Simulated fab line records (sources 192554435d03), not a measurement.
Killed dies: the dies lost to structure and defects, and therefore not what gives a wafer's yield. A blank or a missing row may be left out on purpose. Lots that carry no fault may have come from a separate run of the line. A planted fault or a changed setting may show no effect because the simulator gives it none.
Chamber matching :: flow n5-finfet :: rie-diel-06 running N5_BEOL_M10_STRIP_67: 4 sister chambers
The step strips in CF4. 16 wafers are shown with their chamber, then 8 later ones without.

## EACH WAFER AND ITS CHAMBER
wafer: L080.1
chamber: 0
showerhead-plenum-p-Torr (Torr): 1.85
throttle-valve-pct (%): 14.10
oes-product-au (a.u.): 0.69

wafer: L080.3
chamber: 3
showerhead-plenum-p-Torr (Torr): 1.72
throttle-valve-pct (%): 13.82
oes-product-au (a.u.): 0.73

wafer: L080.5
chamber: 3
showerhead-plenum-p-Torr (Torr): 1.72
throttle-valve-pct (%): 13.84
oes-product-au (a.u.): 0.72

wafer: L082.1
chamber: 2
showerhead-plenum-p-Torr (Torr): 1.83
throttle-valve-pct (%): 13.79
oes-product-au (a.u.): 0.68

wafer: L082.4
chamber: 1
showerhead-plenum-p-Torr (Torr): 1.76
throttle-valve-pct (%): 13.38
oes-product-au (a.u.): 0.93

wafer: L082.5
chamber: 0
showerhead-plenum-p-Torr (Torr): 1.85
throttle-valve-pct (%): 14.09
oes-product-au (a.u.): 0.69

wafer: L084.2
chamber: 2
showerhead-plenum-p-Torr (Torr): 1.83
throttle-valve-pct (%): 13.80
oes-product-au (a.u.): 0.68

wafer: L084.5
chamber: 2
showerhead-plenum-p-Torr (Torr): 1.83
throttle-valve-pct (%): 13.83
oes-product-au (a.u.): 0.67

wafer: L084.6
chamber: 3
showerhead-plenum-p-Torr (Torr): 1.72
throttle-valve-pct (%): 13.85
oes-product-au (a.u.): 0.72

wafer: L087.2
chamber: 3
showerhead-plenum-p-Torr (Torr): 1.72
throttle-valve-pct (%): 13.86
oes-product-au (a.u.): 0.72

wafer: L087.3
chamber: 1
showerhead-plenum-p-Torr (Torr): 1.76
throttle-valve-pct (%): 13.39
oes-product-au (a.u.): 0.89

wafer: L087.6
chamber: 3
showerhead-plenum-p-Torr (Torr): 1.72
throttle-valve-pct (%): 13.87
oes-product-au (a.u.): 0.71

wafer: L089.1
chamber: 3
showerhead-plenum-p-Torr (Torr): 1.72
throttle-valve-pct (%): 13.87
oes-product-au (a.u.): 0.71

wafer: L089.4
chamber: 2
showerhead-plenum-p-Torr (Torr): 1.83
throttle-valve-pct (%): 13.82
oes-product-au (a.u.): 0.67

wafer: L089.6
chamber: 3
showerhead-plenum-p-Torr (Torr): 1.72
throttle-valve-pct (%): 13.86
oes-product-au (a.u.): 0.71

wafer: L091.2
chamber: 2
showerhead-plenum-p-Torr (Torr): 1.82
throttle-valve-pct (%): 13.84
oes-product-au (a.u.): 0.67

SIGNATURES (means of the wafers above)
reading: showerhead-plenum-p-Torr
chamber 0: 1.8500
chamber 1: 1.7600
chamber 2: 1.8280
chamber 3: 1.7200
scatter within a chamber: 0.00258

reading: throttle-valve-pct
chamber 0: 14.0950
chamber 1: 13.3850
chamber 2: 13.8160
chamber 3: 13.8529
scatter within a chamber: 0.0177

reading: oes-product-au
chamber 0: 0.6900
chamber 1: 0.9100
chamber 2: 0.6740
chamber 3: 0.7171
scatter within a chamber: 0.0103
Rule: a wafer's distance from a chamber is the root of the sum, over the readings, of the square of ((its reading less the chamber's mean) divided by the reading's scatter). If the next closest chamber is less than 2 further off than the closest, the wafer can't be placed; otherwise it belongs to the closest. How the scatter is found: for the shown wafers, subtract from each reading the mean of its chamber, square and add these, divide the total by (wafers less chambers), then take the root.

## WAFERS WITH NO CHAMBER GIVEN
wafer: L091.5
showerhead-plenum-p-Torr (Torr): 1.76
throttle-valve-pct (%): 13.38
oes-product-au (a.u.): 0.89

wafer: L091.6
showerhead-plenum-p-Torr (Torr): 1.72
throttle-valve-pct (%): 13.87
oes-product-au (a.u.): 0.71

wafer: L096.1
showerhead-plenum-p-Torr (Torr): 1.84
throttle-valve-pct (%): 13.52
oes-product-au (a.u.): 0.96

wafer: L096.2
showerhead-plenum-p-Torr (Torr): 1.71
throttle-valve-pct (%): 13.90
oes-product-au (a.u.): 0.70

wafer: L096.5
showerhead-plenum-p-Torr (Torr): 1.84
throttle-valve-pct (%): 13.54
oes-product-au (a.u.): 0.96

wafer: L097.3
showerhead-plenum-p-Torr (Torr): 1.84
throttle-valve-pct (%): 13.54
oes-product-au (a.u.): 0.93

wafer: L097.4
showerhead-plenum-p-Torr (Torr): 1.82
throttle-valve-pct (%): 13.27
oes-product-au (a.u.): 0.97

wafer: L097.5
showerhead-plenum-p-Torr (Torr): 1.84
throttle-valve-pct (%): 13.54
oes-product-au (a.u.): 0.93

## CHAMBER TAKEN BY EACH
wafer: L091.5
from the rows above: 1
in truth: 1

wafer: L091.6
from the rows above: 3
in truth: 3

wafer: L096.1
from the rows above: can't be placed: 1 or 2
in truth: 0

wafer: L096.2
from the rows above: 3
in truth: 3

wafer: L096.5
from the rows above: can't be placed: 2 or 1
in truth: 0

wafer: L097.3
from the rows above: 2
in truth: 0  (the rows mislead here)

wafer: L097.4
from the rows above: 1
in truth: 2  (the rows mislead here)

wafer: L097.5
from the rows above: 2
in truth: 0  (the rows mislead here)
Correctly placed: 3 of 8. Cannot be placed on the basis of these rows: 2; the candidates contain the true chamber in 0. Number placed wrongly: 3.
